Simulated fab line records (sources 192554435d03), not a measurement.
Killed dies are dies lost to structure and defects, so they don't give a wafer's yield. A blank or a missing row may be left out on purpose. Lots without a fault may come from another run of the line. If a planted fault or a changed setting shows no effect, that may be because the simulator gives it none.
Matching of chambers ; flow n5_finfet ; N5_BEOL_M4_ETCH_70 on rie_diel-01: 4 sister chambers
The step etches SOC in N2/H2, target depth 80 nm, overetch 24 nm, time 130 s. 24 wafers are shown with their chamber, then 12 later ones without.

== WAFERS PAIRED WITH THEIR CHAMBERS ==
wafer;chamber;throttle_valve_pct (%);showerhead_plenum_p_Torr (Torr);oes_product_au (a.u.)
L075.2;3;17.70;2.48;0.63
L075.3;0;18.04;2.41;0.52
L075.4;0;18.02;2.41;0.53
L076.1;3;17.72;2.48;0.63
L076.3;0;18.02;2.41;0.52
L076.4;1;17.99;2.52;0.52
L077.2;0;18.04;2.41;0.53
L077.4;1;18.00;2.52;0.51
L077.5;0;18.03;2.41;0.53
L079.2;0;18.04;2.41;0.53
L079.3;3;17.74;2.47;0.62
L079.5;3;17.73;2.47;0.62
L080.1;0;18.04;2.40;0.53
L080.5;1;18.01;2.52;0.51
L080.6;0;18.03;2.40;0.52
L082.1;2;17.48;2.49;0.67
L082.4;3;17.74;2.47;0.61
L082.6;0;18.06;2.40;0.52
L087.3;3;17.78;2.47;0.60
L087.4;1;18.04;2.51;0.50
L087.6;3;17.76;2.47;0.61
L090.3;3;17.77;2.46;0.59
L090.5;2;17.53;2.48;0.65
L090.6;3;17.78;2.46;0.59

SIGNATURES (averages over the wafers above)
reading;chamber 0;chamber 1;chamber 2;chamber 3;scatter within a chamber
throttle_valve_pct;18.0356;18.0100;17.5050;17.7467;0.0224
showerhead_plenum_p_Torr;2.4067;2.5175;2.4850;2.4700;0.00602
oes_product_au;0.5256;0.5100;0.6600;0.6111;0.0112
Rule: for a wafer and a chamber, the distance is found by dividing, reading by reading, the gap between the wafer's reading and the chamber's mean by the reading's scatter, squaring, summing and taking the root. If the next closest chamber is less than 2 further off than the closest, the wafer can't be placed; otherwise it belongs to the closest. The scatter: the root of (the sum of the squares of (reading less its chamber's mean) over the shown wafers, divided by (wafers less chambers)).

== WAFERS WHOSE CHAMBER IS MISSING ==
wafer;throttle_valve_pct (%);showerhead_plenum_p_Torr (Torr);oes_product_au (a.u.)
L091.1;17.54;2.48;0.65
L091.4;17.78;2.46;0.59
L091.5;17.54;2.48;0.64
L093.2;17.79;2.46;0.60
L093.4;17.62;2.72;0.72
L093.6;17.77;2.46;0.59
L094.1;17.81;2.46;0.59
L094.2;17.54;2.48;0.64
L094.6;17.63;2.72;0.71
L095.1;17.79;2.46;0.59
L095.5;17.54;2.47;0.63
L095.6;17.67;2.51;0.73

== CHAMBER TAKEN BY EACH ==
wafer;from the rows above;in truth
L091.1;2;2
L091.4;3;3
L091.5;2;2
L093.2;3;3
L093.4;2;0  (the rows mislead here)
L093.6;3;3
L094.1;3;3
L094.2;2;2
L094.6;can't be placed: 2 or 1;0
L095.1;3;3
L095.5;2;2
L095.6;2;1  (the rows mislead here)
Correct placement for 9 of the 12. Unplaceable from these rows: 1, with the true chamber sitting among the candidates in 0. 2 placed wrongly.
